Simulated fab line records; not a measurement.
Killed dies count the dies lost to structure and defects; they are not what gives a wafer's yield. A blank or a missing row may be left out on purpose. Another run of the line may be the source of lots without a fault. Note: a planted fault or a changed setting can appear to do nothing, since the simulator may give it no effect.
Split-lot trial / flow n5Finfet / route with 1938 steps; 7 lots, 39 wafers read

## THE SPLIT ITSELF
At N5_WELL_APT_EPI_41 (deposits Si from SiH4/H2, target thk 50 nm, time 297.7 s), the setting targetThkA was moved away from the recipe's 500 angstrom on 9 of the 39 wafers read, by +2.2% to +7.6%. The other wafers ran this setting at the recipe's value.

The reading comes from the split's own step.

## THE READING
Si_of_WELL_APT_EPI_41.thkNm (the simulator's own value, which no gauge read), in nm, at N5_WELL_APT_EPI_41 (deposits Si from SiH4/H2, target thk 50 nm, time 297.7 s). The file gives no usual value for it. Average 50.06 nm, standard deviation 0.48 nm, over the 30 wafers here run with the recipe.

wafer=L077.1; tool, chamber at the split=epiRpcvd-01, 0; targetThkA as run, angstrom=500; against the recipe=recipe; Si_of_WELL_APT_EPI_41.thkNm, nm=50.78; against lot-mates on the recipe=-
wafer=L077.3; tool, chamber at the split=epiRpcvd-01, 0; targetThkA as run, angstrom=500; against the recipe=recipe; Si_of_WELL_APT_EPI_41.thkNm, nm=50.78; against lot-mates on the recipe=-
wafer=L077.2; tool, chamber at the split=epiRpcvd-01, 0; targetThkA as run, angstrom=500; against the recipe=recipe; Si_of_WELL_APT_EPI_41.thkNm, nm=50.92; against lot-mates on the recipe=-
wafer=L077.4; tool, chamber at the split=epiRpcvd-01, 0; targetThkA as run, angstrom=510.8; against the recipe=+2.2%; Si_of_WELL_APT_EPI_41.thkNm, nm=52.03; against lot-mates on the recipe=+1.20
wafer=L077.5; tool, chamber at the split=epiRpcvd-01, 0; targetThkA as run, angstrom=510.8; against the recipe=+2.2%; Si_of_WELL_APT_EPI_41.thkNm, nm=51.48; against lot-mates on the recipe=+0.65
wafer=L077.6; tool, chamber at the split=epiRpcvd-01, 0; targetThkA as run, angstrom=510.8; against the recipe=+2.2%; Si_of_WELL_APT_EPI_41.thkNm, nm=51.48; against lot-mates on the recipe=+0.65
wafer=L079.1; tool, chamber at the split=epiRpcvd-02, 0; targetThkA as run, angstrom=500; against the recipe=recipe; Si_of_WELL_APT_EPI_41.thkNm, nm=49.93; against lot-mates on the recipe=-
wafer=L079.2; tool, chamber at the split=epiRpcvd-02, 0; targetThkA as run, angstrom=500; against the recipe=recipe; Si_of_WELL_APT_EPI_41.thkNm, nm=49.54; against lot-mates on the recipe=-
wafer=L079.3; tool, chamber at the split=epiRpcvd-02, 0; targetThkA as run, angstrom=500; against the recipe=recipe; Si_of_WELL_APT_EPI_41.thkNm, nm=49.94; against lot-mates on the recipe=-
wafer=L079.4; tool, chamber at the split=epiRpcvd-02, 0; targetThkA as run, angstrom=500; against the recipe=recipe; Si_of_WELL_APT_EPI_41.thkNm, nm=49.51; against lot-mates on the recipe=-
wafer=L079.5; tool, chamber at the split=epiRpcvd-02, 0; targetThkA as run, angstrom=500; against the recipe=recipe; Si_of_WELL_APT_EPI_41.thkNm, nm=49.98; against lot-mates on the recipe=-
wafer=L079.6; tool, chamber at the split=epiRpcvd-02, 0; targetThkA as run, angstrom=500; against the recipe=recipe; Si_of_WELL_APT_EPI_41.thkNm, nm=49.9; against lot-mates on the recipe=-
wafer=L080.1; tool, chamber at the split=epiRpcvd-04, 0; targetThkA as run, angstrom=538; against the recipe=+7.6%; Si_of_WELL_APT_EPI_41.thkNm, nm=52.93; against lot-mates on the recipe=+3.03
wafer=L080.2; tool, chamber at the split=epiRpcvd-04, 0; targetThkA as run, angstrom=500; against the recipe=recipe; Si_of_WELL_APT_EPI_41.thkNm, nm=50.17; against lot-mates on the recipe=-
wafer=L080.3; tool, chamber at the split=epiRpcvd-04, 0; targetThkA as run, angstrom=500; against the recipe=recipe; Si_of_WELL_APT_EPI_41.thkNm, nm=49.68; against lot-mates on the recipe=-
wafer=L080.4; tool, chamber at the split=epiRpcvd-04, 0; targetThkA as run, angstrom=538; against the recipe=+7.6%; Si_of_WELL_APT_EPI_41.thkNm, nm=53.85; against lot-mates on the recipe=+3.95
wafer=L080.5; tool, chamber at the split=epiRpcvd-04, 0; targetThkA as run, angstrom=500; against the recipe=recipe; Si_of_WELL_APT_EPI_41.thkNm, nm=49.84; against lot-mates on the recipe=-
wafer=L080.6; tool, chamber at the split=epiRpcvd-04, 0; targetThkA as run, angstrom=538; against the recipe=+7.6%; Si_of_WELL_APT_EPI_41.thkNm, nm=53.89; against lot-mates on the recipe=+3.99
wafer=L084.2; tool, chamber at the split=epiRpcvd-04, 0; targetThkA as run, angstrom=500; against the recipe=recipe; Si_of_WELL_APT_EPI_41.thkNm, nm=49.99; against lot-mates on the recipe=-
wafer=L084.4; tool, chamber at the split=epiRpcvd-04, 0; targetThkA as run, angstrom=500; against the recipe=recipe; Si_of_WELL_APT_EPI_41.thkNm, nm=49.4; against lot-mates on the recipe=-
wafer=L084.6; tool, chamber at the split=epiRpcvd-04, 0; targetThkA as run, angstrom=500; against the recipe=recipe; Si_of_WELL_APT_EPI_41.thkNm, nm=50.29; against lot-mates on the recipe=-
wafer=L085.1; tool, chamber at the split=epiRpcvd-01, 0; targetThkA as run, angstrom=500; against the recipe=recipe; Si_of_WELL_APT_EPI_41.thkNm, nm=50.2; against lot-mates on the recipe=-
wafer=L085.2; tool, chamber at the split=epiRpcvd-01, 0; targetThkA as run, angstrom=500; against the recipe=recipe; Si_of_WELL_APT_EPI_41.thkNm, nm=50.69; against lot-mates on the recipe=-
wafer=L085.3; tool, chamber at the split=epiRpcvd-01, 0; targetThkA as run, angstrom=500; against the recipe=recipe; Si_of_WELL_APT_EPI_41.thkNm, nm=50.15; against lot-mates on the recipe=-
wafer=L085.4; tool, chamber at the split=epiRpcvd-01, 0; targetThkA as run, angstrom=527.8; against the recipe=+5.6%; Si_of_WELL_APT_EPI_41.thkNm, nm=52.8; against lot-mates on the recipe=+2.45
wafer=L085.5; tool, chamber at the split=epiRpcvd-01, 0; targetThkA as run, angstrom=527.8; against the recipe=+5.6%; Si_of_WELL_APT_EPI_41.thkNm, nm=53.1; against lot-mates on the recipe=+2.75
wafer=L085.6; tool, chamber at the split=epiRpcvd-01, 0; targetThkA as run, angstrom=527.8; against the recipe=+5.6%; Si_of_WELL_APT_EPI_41.thkNm, nm=52.84; against lot-mates on the recipe=+2.49
wafer=L090.1; tool, chamber at the split=epiRpcvd-04, 0; targetThkA as run, angstrom=500; against the recipe=recipe; Si_of_WELL_APT_EPI_41.thkNm, nm=49.07; against lot-mates on the recipe=-
wafer=L090.2; tool, chamber at the split=epiRpcvd-04, 0; targetThkA as run, angstrom=500; against the recipe=recipe; Si_of_WELL_APT_EPI_41.thkNm, nm=49.96; against lot-mates on the recipe=-
wafer=L090.3; tool, chamber at the split=epiRpcvd-04, 0; targetThkA as run, angstrom=500; against the recipe=recipe; Si_of_WELL_APT_EPI_41.thkNm, nm=49.27; against lot-mates on the recipe=-
wafer=L090.4; tool, chamber at the split=epiRpcvd-04, 0; targetThkA as run, angstrom=500; against the recipe=recipe; Si_of_WELL_APT_EPI_41.thkNm, nm=49.6; against lot-mates on the recipe=-
wafer=L090.5; tool, chamber at the split=epiRpcvd-04, 0; targetThkA as run, angstrom=500; against the recipe=recipe; Si_of_WELL_APT_EPI_41.thkNm, nm=49.47; against lot-mates on the recipe=-
wafer=L090.6; tool, chamber at the split=epiRpcvd-04, 0; targetThkA as run, angstrom=500; against the recipe=recipe; Si_of_WELL_APT_EPI_41.thkNm, nm=50.2; against lot-mates on the recipe=-
wafer=L094.1; tool, chamber at the split=epiRpcvd-04, 0; targetThkA as run, angstrom=500; against the recipe=recipe; Si_of_WELL_APT_EPI_41.thkNm, nm=50.3; against lot-mates on the recipe=-
wafer=L094.2; tool, chamber at the split=epiRpcvd-04, 0; targetThkA as run, angstrom=500; against the recipe=recipe; Si_of_WELL_APT_EPI_41.thkNm, nm=49.89; against lot-mates on the recipe=-
wafer=L094.3; tool, chamber at the split=epiRpcvd-04, 0; targetThkA as run, angstrom=500; against the recipe=recipe; Si_of_WELL_APT_EPI_41.thkNm, nm=50.75; against lot-mates on the recipe=-
wafer=L094.4; tool, chamber at the split=epiRpcvd-04, 0; targetThkA as run, angstrom=500; against the recipe=recipe; Si_of_WELL_APT_EPI_41.thkNm, nm=50.57; against lot-mates on the recipe=-
wafer=L094.5; tool, chamber at the split=epiRpcvd-04, 0; targetThkA as run, angstrom=500; against the recipe=recipe; Si_of_WELL_APT_EPI_41.thkNm, nm=50.69; against lot-mates on the recipe=-
wafer=L094.6; tool, chamber at the split=epiRpcvd-04, 0; targetThkA as run, angstrom=500; against the recipe=recipe; Si_of_WELL_APT_EPI_41.thkNm, nm=50.31; against lot-mates on the recipe=-

THE FIT
A straight line over all 39 wafers: Si_of_WELL_APT_EPI_41.thkNm changes by +0.485 nm for each +1% of targetThkA; r = +0.93; the points scatter about the line by 0.49 nm.
The same after taking each lot's own level away (the mean of its wafers on the recipe; 39 wafers): +0.472 nm for each +1%; r = +0.97; scatter 0.3 nm.
On that fit, the largest move of targetThkA shifts the reading by 3.6 nm.
Across the lots, their own levels run from 49.595 to 50.827 nm, a range of 2.5 times the standard deviation given above.
Hence the lot-to-lot level has little effect on the slope; both slopes agree.
Check: with one of the wafers moved furthest among these (+7.6%) left out of the fit, the line predicts +3.72 nm for it against its lot-mates. Against them it came out at +3.03 nm.

## FILE'S OWN FIT
Si_of_WELL_APT_EPI_41.thkNm changes by +0.47 nm for each +1% of targetThkA, r = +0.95.
